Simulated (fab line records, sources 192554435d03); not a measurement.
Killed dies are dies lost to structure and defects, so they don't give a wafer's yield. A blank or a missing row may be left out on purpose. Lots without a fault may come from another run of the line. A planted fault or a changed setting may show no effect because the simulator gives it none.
Chamber matching | flow n5_finfet | N5_FIN_SAQP_DESCUM_21 on rie_diel-06: 4 sister chambers
The step chemistry O2, time 7.9 s. 20 wafers are shown with their chamber, then 10 later ones without.

WAFERS WITH THEIR CHAMBER
wafer  | chamber | drypump_motor_current_A (A) | showerhead_plenum_p_Torr (Torr) | throttle_valve_pct (%)
L078.1 | 3       | 4.9                         | 2.05                            | 20.11
L078.2 | 2       | 5.2                         | 2.05                            | 20.54
L078.4 | 0       | 5.0                         | 2.17                            | 20.55
L079.1 | 2       | 5.2                         | 2.05                            | 20.53
L079.2 | 3       | 4.9                         | 2.05                            | 20.11
L079.5 | 3       | 4.9                         | 2.05                            | 20.10
L080.2 | 2       | 5.2                         | 2.05                            | 20.52
L080.3 | 0       | 5.0                         | 2.17                            | 20.57
L080.4 | 1       | 5.4                         | 2.15                            | 20.50
L082.1 | 3       | 4.9                         | 2.05                            | 20.12
L082.2 | 0       | 5.0                         | 2.17                            | 20.58
L082.3 | 2       | 5.2                         | 2.04                            | 20.54
L082.4 | 1       | 5.4                         | 2.15                            | 20.51
L082.5 | 2       | 5.2                         | 2.04                            | 20.55
L082.6 | 3       | 4.9                         | 2.05                            | 20.14
L086.2 | 2       | 5.2                         | 2.04                            | 20.56
L086.4 | 1       | 5.4                         | 2.14                            | 20.49
L086.6 | 2       | 5.2                         | 2.04                            | 20.56
L087.1 | 0       | 5.1                         | 2.16                            | 20.58
L087.2 | 1       | 5.4                         | 2.14                            | 20.52

SIGNATURES (means of the wafers above)
reading                  | chamber 0 | chamber 1 | chamber 2 | chamber 3 | scatter within a chamber
drypump_motor_current_A  | 5.025     | 5.400     | 5.200     | 4.900     | 0.0217
showerhead_plenum_p_Torr | 2.1675    | 2.1450    | 2.0443    | 2.0500    | 0.00465
throttle_valve_pct       | 20.5700   | 20.5050   | 20.5429   | 20.1160   | 0.0145
Rule: a wafer's distance from a chamber is the root of the sum, over the readings, of the square of ((its reading less the chamber's mean) divided by the reading's scatter). The wafer belongs to the nearest chamber; if the next one is less than 2 further off, it can't be placed. The scatter: the root of (the sum of the squares of (reading less its chamber's mean) over the shown wafers, divided by (wafers less chambers)).

WAFERS WITHOUT THEIR CHAMBER
wafer  | drypump_motor_current_A (A) | showerhead_plenum_p_Torr (Torr) | throttle_valve_pct (%)
L087.3 | 5.2                         | 2.04                            | 20.56
L087.4 | 4.9                         | 2.05                            | 20.14
L087.5 | 5.2                         | 2.04                            | 20.56
L087.6 | 5.4                         | 2.14                            | 20.52
L090.2 | 5.2                         | 2.04                            | 20.57
L090.3 | 5.1                         | 2.16                            | 20.60
L090.4 | 5.3                         | 2.14                            | 20.50
L096.1 | 5.0                         | 2.16                            | 20.62
L096.2 | 5.4                         | 2.13                            | 20.53
L096.6 | 4.9                         | 2.04                            | 20.15

WHICH CHAMBER EACH WENT THROUGH
wafer  | from the rows above | in truth
L087.3 | 2                   | 2
L087.4 | 3                   | 3
L087.5 | 2                   | 2
L087.6 | 1                   | 1
L090.2 | 2                   | 2
L090.3 | 0                   | 0
L090.4 | 1                   | 1
L096.1 | 0                   | 0
L096.2 | 1                   | 1
L096.6 | 3                   | 3
Placed correctly: 10 of 10. Can't be placed from these rows: 0. Placed wrongly: 0.
